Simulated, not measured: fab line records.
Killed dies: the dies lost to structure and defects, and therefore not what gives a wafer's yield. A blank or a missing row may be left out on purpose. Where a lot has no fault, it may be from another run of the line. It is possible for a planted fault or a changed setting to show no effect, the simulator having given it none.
Struck lot and sound lot, side by side ; flow n5_finfet ; 7 out of 1938 route steps
Sound: the wafers L591.1, L591.2, L591.6. Struck: wafer L602.5. (L602.3, L602.4 of the same lot were not struck and are left out.) The cause comes at the end.
Per side, at each step with rows, come the tool, then ch with its chambers, and then its first start. Under that, the readings that differ: sound wafers ; struck wafers ; difference of the means ; sigmas: that difference in standard deviations of wafers without a fault.
alike: a reading whose means differ by less than 2 such deviations, as well as words and numbers matching on both sides. not compared: withheld readings; readings where some wafer has no value; bounds like >300 that might hide an equal value; numbers whose values overlap and for which the record gives no deviation.
The two part at a step that has a row with sigmas, a row that says differs or no value, or rows on one side only. Non-overlapping numbers with no deviation appear without sigmas and do not part them. A reading missing from all wafers of one side parts the sides only when that side holds two or more wafers.

N5_START_INSPECT_01: inspects for defects (unpatterned scan).
  sound: defect_inspect-01 at day 2 06:02; struck: defect_inspect-02 at day 5 00:02
  alike: raw_defect_count
then, 2 steps without rows for these wafers: N5_ZERO_LAYER_PRECLEAN_00 (cleans in SPM, time 600 s); N5_ZERO_LAYER_SRD_01 (time 30 s, dry time 30 s).
N5_ZERO_LAYER_PECVD_02: deposits SiO2 from SiH4/N2O, target thk 10 nm, time 6 s.
  sound on pecvd-01 ch 0,1,2, day 2 06:17; struck on pecvd-01 ch 2, day 5 00:28
reading;sound;struck;difference;sigmas
model.SiO2_of_ZERO_LAYER_PECVD_02.thk_nm (nm);9.8 9.71 10.02;8.952;-0.891;
  alike: heater_power_w, showerhead_plenum_p_Torr
then, 1 step without rows for these wafers: N5_ZERO_LAYER_HMDS_04 (time 60 s).
-- record jumps: 7 days separate the struck wafers' starts on either side; left off in module ZERO_LAYER, taken up again in module BEOL_M4, whose first shown step is the route's number 1111 --
N5_BEOL_M4_RC_MEAS_101:
  sound on prober-02 ch 0, day 9 08:28; struck on prober-02 ch 0, day 11 22:47
  alike: DIBL_N, DIBL_P, IOFF_N, IOFF_P, ION_N, ION_P, SS_N, SS_P, VT_N, VT_P
-- the record jumps here: 5 days lie between the struck wafers' starts before and after (it left off in module BEOL_M4 and takes up again in module PASSIVATION, whose first step shown is number 1936 of the route) --
N5_PASSIVATION_PROBE_49:
  rows exist in the record for the struck wafers here (prober-02, day 16 18:46), but not for the sound ones

WHERE THEY PART
N5_PASSIVATION_PROBE_49 only, going by this record.

WHY: the cause the simulator had injected
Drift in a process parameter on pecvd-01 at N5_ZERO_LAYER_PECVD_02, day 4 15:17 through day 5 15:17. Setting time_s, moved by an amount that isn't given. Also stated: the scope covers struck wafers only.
